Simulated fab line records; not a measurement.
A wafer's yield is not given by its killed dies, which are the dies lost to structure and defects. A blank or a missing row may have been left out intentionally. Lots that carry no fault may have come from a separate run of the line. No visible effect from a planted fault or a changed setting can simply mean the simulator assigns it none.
Split-lot study + flow n5 finfet + 7 lots, 21 wafers read, on a route of 1938 steps

== THE SPLIT ==
At N5_BEOL_M7_TRENCH_ETCH_37 (etches SiCOH lowk in C4F6/O2, target depth 93.478 nm, time 31.2 s), the setting bias w was moved away from the recipe's 185 W on 7 of the 21 wafers read, by -15.2% to +17.7%. For the rest of the wafers, this setting stayed at what the recipe calls for.

The reading comes from the split's own step.

== THE READING ==
rf vpp V, in V, at N5_BEOL_M7_TRENCH_ETCH_37 (etches SiCOH lowk in C4F6/O2, target depth 93.478 nm, time 31.2 s). A value of 670 V with a standard deviation of 11 V is what fault-free wafers of this fab line usually give.

| wafer  | tool, chamber at the split | bias w as run, W | against the recipe | rf vpp V, V | against lot-mates on the recipe |
|--------|----------------------------|------------------|--------------------|-------------|---------------------------------|
| L075.1 | rie diel-06, 2             | 185              | recipe             | 673         | -                               |
| L075.4 | rie diel-06, 2             | 158.1            | -14.5%             | 591         | -80                             |
| L075.5 | rie diel-06, 0             | 185              | recipe             | 670         | -                               |
| L083.3 | rie diel-05, 1             | 156.9            | -15.2%             | 588         | -68                             |
| L083.5 | rie diel-05, 0             | 156.9            | -15.2%             | 591         | -65                             |
| L083.6 | rie diel-05, 3             | 185              | recipe             | 656         | -                               |
| L080.1 | rie diel-02, 0             | 185              | recipe             | 682         | -                               |
| L080.3 | rie diel-02, 3             | 185              | recipe             | 653         | -                               |
| L080.5 | rie diel-02, 1             | 167.7            | -9.4%              | 617         | -50                             |
| L084.1 | rie diel-02, 0             | 214.9            | +16.2%             | 767         | +106                            |
| L084.2 | rie diel-02, 1             | 185              | recipe             | 668         | -                               |
| L084.3 | rie diel-02, 2             | 185              | recipe             | 655         | -                               |
| L090.3 | rie diel-02, 3             | 185              | recipe             | 654         | -                               |
| L090.4 | rie diel-02, 0             | 185              | recipe             | 683         | -                               |
| L090.6 | rie diel-02, 3             | 185              | recipe             | 653         | -                               |
| L088.1 | rie diel-02, 0             | 217.8            | +17.7%             | 776         | +110                            |
| L088.3 | rie diel-02, 1             | 185              | recipe             | 666         | -                               |
| L088.4 | rie diel-02, 1             | 217.8            | +17.7%             | 760         | +94                             |
| L093.1 | rie diel-02, 0             | 185              | recipe             | 680         | -                               |
| L093.3 | rie diel-02, 2             | 185              | recipe             | 653         | -                               |
| L093.6 | rie diel-02, 0             | 185              | recipe             | 682         | -                               |

FIT RESULTS
A straight line over all 21 wafers: rf vpp V changes by +5.53 V for each +1% of bias w; r = +0.98; the points scatter about the line by 11 V.
The same after taking each lot's own level away (the mean of its wafers on the recipe; 21 wafers): +5.45 V for each +1%; r = +0.98; scatter 11 V.
Per that fit: largest bias w move, reading shift of 97 V.
Across the lots, their own levels run from 656.0 to 671.7 V, a range of 1.4 times the standard deviation given above.
So the lot-to-lot level changes the slope little: the two slopes agree.
Check: for one of the wafers moved furthest among these (+17.7%), held out of the fit, the line's prediction against its lot-mates is +96.1 V. Against them it came out at +110 V.
Tool readings at the split's step, against how far the setting was moved: rf vpp V r = +0.98.

== OTHER SPLITS ON THESE WAFERS ==
These wafers also went through other splits before the reading. Each is held against what the fit with the lots' levels taken away leaves over:
| other split on the same wafers | wafers away from the commonest value | r with rf vpp V (lot level and that fit taken away) |
|--------------------------------|--------------------------------------|-----------------------------------------------------|
| N5_BEOL_M5_ETCH_72 source w    | 10                                   | -0.09                                               |
| N5_BEOL_M6_EXPOSE_25 dose mj   | 9                                    | +0.03                                               |
| N5_BEOL_M6_VIA_ETCH_34 time s  | 5                                    | -0.08                                               |
| N5_BEOL_M6_ALD_77 ald cycles   | 7                                    | -0.09                                               |
| N5_BEOL_M7_VIA_ETCH_34 time s  | 10                                   | +0.51                                               |

== THE WHOLE CHAIN: every reading that the file lists as answering this split, in the file's order ==
| step                      | what it does                                                      | reading                                                                   | change (the file's fit)               | r (the file's) |
|---------------------------|-------------------------------------------------------------------|---------------------------------------------------------------------------|---------------------------------------|----------------|
| N5_BEOL_M7_TRENCH_ETCH_37 | etches SiCOH lowk in C4F6/O2, target depth 93.478 nm, time 31.2 s | rf vpp V                                                                  | +5.58 V for each +1% of the setting   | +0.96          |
| N5_BEOL_M7_TRENCH_ETCH_37 | etches SiCOH lowk in C4F6/O2, target depth 93.478 nm, time 31.2 s | BEOL_M7.feature depth nm (the simulator's own value, which no gauge read) | +0.403 nm for each +1% of the setting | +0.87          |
| N5_BEOL_M7_TRENCH_ETCH_37 | etches SiCOH lowk in C4F6/O2, target depth 93.478 nm, time 31.2 s | etch.depth nm (the simulator's own value, which no gauge read)            | +0.403 nm for each +1% of the setting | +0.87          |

== THE FILE'S OWN FIT ==
rf vpp V changes by +5.58 V for each +1% of bias w, r = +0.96.
